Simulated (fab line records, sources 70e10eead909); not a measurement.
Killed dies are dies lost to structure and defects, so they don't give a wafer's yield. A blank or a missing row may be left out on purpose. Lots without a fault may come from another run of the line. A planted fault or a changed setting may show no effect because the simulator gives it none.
A struck lot beside a sound one | flow nand_harc | 14 steps out of a route of 1302
Sound: wafers L385.2, L385.3, L385.6. Struck: wafers L399.1, L399.2, L399.5. The cause comes at the end.
At each step with rows: each side's tool, then ch and its chambers, then its first start. Under that, the readings that differ: sound wafers | struck wafers | difference of the means | sigmas: that difference in standard deviations of wafers without a fault.
alike: readings whose means differ by less than 2 such deviations, and words and numbers that are the same on both sides. not compared: withheld readings, readings that some wafer has no value for, bounds like >300 that may hide the same value, and numbers for which the record gives no deviation and whose values overlap.
The two part at a step that has a row with sigmas, a row that says differs or no value, or rows on one side only. Numbers that don't overlap but have no deviation are shown without sigmas and don't part them. A reading that every wafer of one side lacks parts them only if that side has two wafers or more.

NHARC_A_ONON_D1_THK_MEAS_21: measures by ellipsometry.
  sound on film_metro-01, day 9 20:38; struck on film_metro-01, day 15 18:31
  alike: thk_nm
then, 1 step without rows for these wafers: NHARC_A_ONON_D1_DEP_22 (target thk 1000 nm).
NHARC_A_ONON_D1_THK_MEAS_24: measures by ellipsometry.
  sound on film_metro-01, day 9 21:13; struck on film_metro-02, day 15 19:05
  alike: thk_nm
then, 1 step without rows for these wafers: NHARC_A_ONON_D1_DEP_25 (target thk 1000 nm).
NHARC_A_ONON_D1_THK_MEAS_27: measures by ellipsometry.
  sound on film_metro-01, day 9 21:46; struck on film_metro-02, day 15 19:40
  reading     | sound       | struck         | difference | sigmas
  thk_nm (nm) | 975 977 977 | 1002 1001 1002 | +25        | +3
then, 1 step without rows for these wafers: NHARC_A_ONON_D1_DEP_28 (target thk 1000 nm).
NHARC_A_ONON_D1_THK_MEAS_30: measures by ellipsometry.
  sound on film_metro-01, day 9 22:20; struck on film_metro-01, day 15 20:13
  alike: thk_nm
NHARC_A_ONON_D1_DEP_33: deposits SiO2, target thk 200 nm.
  sound on pecvd-02 ch 0,1, day 9 22:26; struck on pecvd-03 ch 1,2, day 15 20:19
  alike: heater_power_outer_w, heater_power_w, rf_fwd_power_W, susceptor_temp_C, throttle_valve_pct
NHARC_A_ONON_D1_THK_MEAS_34: measures by ellipsometry.
  sound on film_metro-01, day 9 22:48; struck on film_metro-02, day 15 20:41
  reading     | sound       | struck      | difference | sigmas
  thk_nm (nm) | 194 195 197 | 202 199 206 | +7         | +2
NHARC_A_ONON_D1_INSPECT_32:
  sound on defect_inspect-01, day 9 22:52; struck on defect_inspect-01, day 15 20:45
  alike: raw_defect_count
NHARC_A_CHANNEL_HOLE_D1_DEP_00: deposits aC, target thk 3100 nm.
  sound on acl_dep-02 ch 0, day 10 02:42; struck on acl_dep-02 ch 0, day 15 20:49
  alike: susceptor_temp_C, throttle_valve_pct
NHARC_A_CHANNEL_HOLE_D1_DEP_01: deposits SiON, target thk 140 nm.
  sound on pecvd-04 ch 0,1,2, day 10 04:20; struck on pecvd-03 ch 0,1,2, day 15 22:47
  reading            | sound             | struck            | difference | sigmas
  rf_fwd_power_W (W) | 347.9 349.2 347.7 | 404.2 406.8 403.1 | +56.4      | +51
  alike: heater_power_outer_w, heater_power_w, susceptor_temp_C
then, 1 step without rows for these wafers: NHARC_A_CHANNEL_HOLE_D1_DEHYDRATE_02 (time 120 s).
NHARC_END_SORT_01:
  the record has rows for the sound wafers here (prober-01 ch 0, day 26 04:05) and none for the struck ones

WHERE THEY PART
First at NHARC_A_ONON_D1_THK_MEAS_27; last, within this record, at NHARC_END_SORT_01.

WHY: what the simulator had put in
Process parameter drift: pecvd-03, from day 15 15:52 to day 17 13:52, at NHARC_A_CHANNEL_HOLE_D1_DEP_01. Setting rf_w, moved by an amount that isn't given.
